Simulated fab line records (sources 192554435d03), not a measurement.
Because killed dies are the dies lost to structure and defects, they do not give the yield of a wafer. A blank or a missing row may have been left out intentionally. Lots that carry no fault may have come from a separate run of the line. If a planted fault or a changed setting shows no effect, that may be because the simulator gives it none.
Chamber matching ; flow n5 finfet ; N5_BEOL_M0_CUTY_DESCUM_61 on rie diel-04 has 4 sister chambers
The step chemistry O2, time 7.9 s. 4 wafers are shown with their chamber, then 9 later ones without.

WAFERS, EACH WITH ITS CHAMBER
wafer;chamber;showerhead plenum p Torr (Torr)
L088.2;0;2.14
L090.2;1;2.05
L090.3;2;2.07
L090.6;3;2.13

WAFERS WHOSE CHAMBER IS MISSING
wafer;showerhead plenum p Torr (Torr)
L091.1;2.14
L091.3;2.13
L091.6;2.14
L093.3;2.04
L093.4;2.07
L093.5;2.14
L097.1;2.12
L097.2;2.04
L097.5;2.04

WHICH CHAMBER EACH WENT THROUGH
wafer;from the rows above;in truth
L091.1;can't be placed: 0 or 3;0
L091.3;can't be placed: 3 or 0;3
L091.6;can't be placed: 0 or 3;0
L093.3;1;1
L093.4;2;2
L093.5;can't be placed: 0 or 3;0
L097.1;can't be placed: 3 or 0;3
L097.2;1;1
L097.5;1;1
Placed correctly: 4 of 9. From these rows, 5 cannot be placed; in 5 the true chamber is one of the candidates. Placed wrongly: 0.
How it was worked out, from the rows above alone: a wafer's distance from a chamber is the root of the sum, over the readings, of the square of ((its reading less the chamber's mean) divided by the reading's scatter). If the next closest chamber is less than 2 further off than the closest, the wafer can't be placed; otherwise it belongs to the closest. The mean given for a chamber averages the wafers shown for that chamber. The scatter: root of mean squared gap, hidden wafer to nearest shown wafer, with one shown wafer a chamber.
